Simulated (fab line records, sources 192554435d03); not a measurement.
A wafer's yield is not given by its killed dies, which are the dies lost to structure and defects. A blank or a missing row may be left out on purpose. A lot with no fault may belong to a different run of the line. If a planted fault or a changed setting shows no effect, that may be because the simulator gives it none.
3 desks looking at one fault	flow n5 finfet	each desk has only its own numbers; what lay behind them comes last

THE TOOL OWNER'S DESK: rie diel-03
The tool's own readings at N5_BEOL_M3_ETCH_70 (etches SOC in N2/H2, target depth 80 nm, overetch 16 nm, time 120 s): means of the sampled wafers that have a number, for each lot that ran on this tool. Marked OUT: a lot whose mean sits more than 4 standard deviations from the usual mean, which makes it out of limits; the brackets give that distance.
Columns: A = drypump motor current A at N5_BEOL_M3_ETCH_70, usual 5.7 A; B = oes product au at N5_BEOL_M3_ETCH_70, usual 0.59 a.u.; C = rf fwd power W at N5_BEOL_M3_ETCH_70, usual 836 W; D = rf vpp V at N5_BEOL_M3_ETCH_70, usual 524.3 V; E = showerhead plenum p Torr at N5_BEOL_M3_ETCH_70, usual 2.56 Torr; F = throttle valve pct at N5_BEOL_M3_ETCH_70, usual 17.91 %
lot	first seen here	A	B	C	D	E	F
L766	day 9 01:54	5.9	0.54	703 (-44) OUT	554.1 (+12) OUT	2.46	18.07
L779	day 12 12:53	5.4	0.58	839	524.3	2.58	17.95
L780	day 12 17:59	5.7	0.58	837	523.9	2.54	17.97
L781	day 12 21:12	5.9	0.53	840	521.7	2.44	18.12
This desk finds L766 out of limits, L766 being first, at day 9 01:54 (rf fwd power W at N5_BEOL_M3_ETCH_70). In limits: L779, L780, L781.

THE DEFECT DESK
Counts from the inspections along the route, per lot, as means over the sampled wafers that have a number. Marked OUT: a lot whose mean sits more than 4 standard deviations from the usual mean, which makes it out of limits; the brackets give that distance.
Columns: A = raw defect count at N5_BEOL_M3_INSPECT_30, usual 449
lot	first seen here	A
L758	day 7 00:37	436
L766	day 8 22:35	391
L779	day 12 12:20	393
L780	day 12 14:05	305
L781	day 12 19:40	435
Finding of this desk: none of the 5 lots has anything out of limits.

THE METROLOGY DESK
Means of the sampled wafers that have a number, per lot and without regard to the tool the lot ran on: this is what the gauges read. Marked OUT: a lot whose mean sits more than 4 standard deviations from the usual mean, which makes it out of limits; the brackets give that distance. Of its 12 readings 7 are shown: those that lie furthest out on some lot.
Columns: A = cd nm at N5_BEOL_M3_CD_MEAS_28, usual 25.66 nm; B = DIBL_N at N5_BEOL_M4_RC_MEAS_101, usual 36.6 mV/V; C = DIBL_P at N5_BEOL_M4_RC_MEAS_101, usual 36.3 mV/V; D = ION_P at N5_BEOL_M4_RC_MEAS_101, usual 460 uA/um; E = SS_N at N5_BEOL_M4_RC_MEAS_101, usual 71.8 mV/dec; F = SS_P at N5_BEOL_M4_RC_MEAS_101, usual 73.3 mV/dec; G = VT_P at N5_BEOL_M4_RC_MEAS_101, usual -250 mV
lot	first seen here	A	B	C	D	E	F	G
L758	day 7 00:32	25.72	36.7	36.7	451	71.5	72.6	-256
L766	day 8 22:30	25.97	33.9	33.8	458	70.5	72.9	-253
L779	day 12 12:14	25.80	35.0	33.4	456	71.3	72.5	-249
L780	day 12 13:59	25.76	37.7	35.5	459	71.3	72.9	-252
L781	day 12 19:34	25.68	34.3	33.3	466	70.9	73.1	-249
Finding of this desk: none of the 5 lots has anything out of limits.

BROUGHT TOGETHER
At day 9 01:54, on L766, the tool owner's desk was in a position to raise an alarm.
Nothing out of limits was seen by the defect desk.
Nothing out of limits was seen by the metrology desk.
The defect desk has L766 on record, within its limits.
The metrology desk holds a record of L766, inside its limits.
Of the lots named, all ran N5_BEOL_M3_ETCH_70 on rie diel-03.

WHAT THE SIMULATOR HAD PUT IN
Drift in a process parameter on rie diel-03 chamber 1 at N5_BEOL_M3_ETCH_70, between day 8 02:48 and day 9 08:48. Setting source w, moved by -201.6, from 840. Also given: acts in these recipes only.
Shown lots that were struck: L766.
Delay in hours, fault start to first out-of-limits reading, by desk: the tool owner's desk at 23.
